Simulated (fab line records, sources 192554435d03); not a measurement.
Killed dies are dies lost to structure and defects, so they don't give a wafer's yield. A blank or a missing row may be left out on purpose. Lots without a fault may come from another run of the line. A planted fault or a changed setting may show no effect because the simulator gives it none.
Chamber matching | flow n5_finfet | N5_BEOL_M0_SAQP_SPACER1_ETCHBACK_99 on rie_diel-04: 4 sister chambers
The step etches SiO2 in CHF3/O2, target depth 15.4 nm, time 7.7 s. 8 wafers are shown with their chamber, then 9 later ones without.

WAFERS WITH THEIR CHAMBER
wafer  | chamber | showerhead_plenum_p_Torr (Torr) | throttle_valve_pct (%)
L078.1 | 1       | 2.51                            | 18.93
L078.4 | 0       | 2.51                            | 18.73
L079.4 | 0       | 2.51                            | 18.73
L088.4 | 1       | 2.51                            | 18.95
L090.6 | 3       | 2.37                            | 19.21
L092.2 | 2       | 2.47                            | 19.04
L092.4 | 3       | 2.36                            | 19.20
L092.5 | 2       | 2.47                            | 19.04

WAFERS WITHOUT THEIR CHAMBER
wafer  | showerhead_plenum_p_Torr (Torr) | throttle_valve_pct (%)
L093.2 | 2.36                            | 19.21
L093.4 | 2.47                            | 19.06
L093.6 | 2.50                            | 18.81
L097.1 | 2.47                            | 19.04
L097.3 | 2.36                            | 19.23
L097.6 | 2.36                            | 19.23
L096.1 | 2.49                            | 18.81
L096.3 | 2.47                            | 19.06
L096.4 | 2.49                            | 18.80

WHICH CHAMBER EACH WENT THROUGH
wafer  | from the rows above | in truth
L093.2 | 3                   | 3
L093.4 | 2                   | 2
L093.6 | 0                   | 0
L097.1 | 2                   | 2
L097.3 | 3                   | 3
L097.6 | 3                   | 3
L096.1 | 0                   | 0
L096.3 | 2                   | 2
L096.4 | 0                   | 0
Placed correctly: 9 of 9. Can't be placed from these rows: 0. Placed wrongly: 0.
How it was worked out, from the rows above alone: a wafer's distance from a chamber is the root of the sum, over the readings, of the square of ((its reading less the chamber's mean) divided by the reading's scatter). The wafer belongs to the nearest chamber; if the next one is less than 2 further off, it can't be placed. A chamber's mean is the mean of its shown wafers. The scatter: the root of (the sum of the squares of (reading less its chamber's mean) over the shown wafers, divided by (wafers less chambers)).
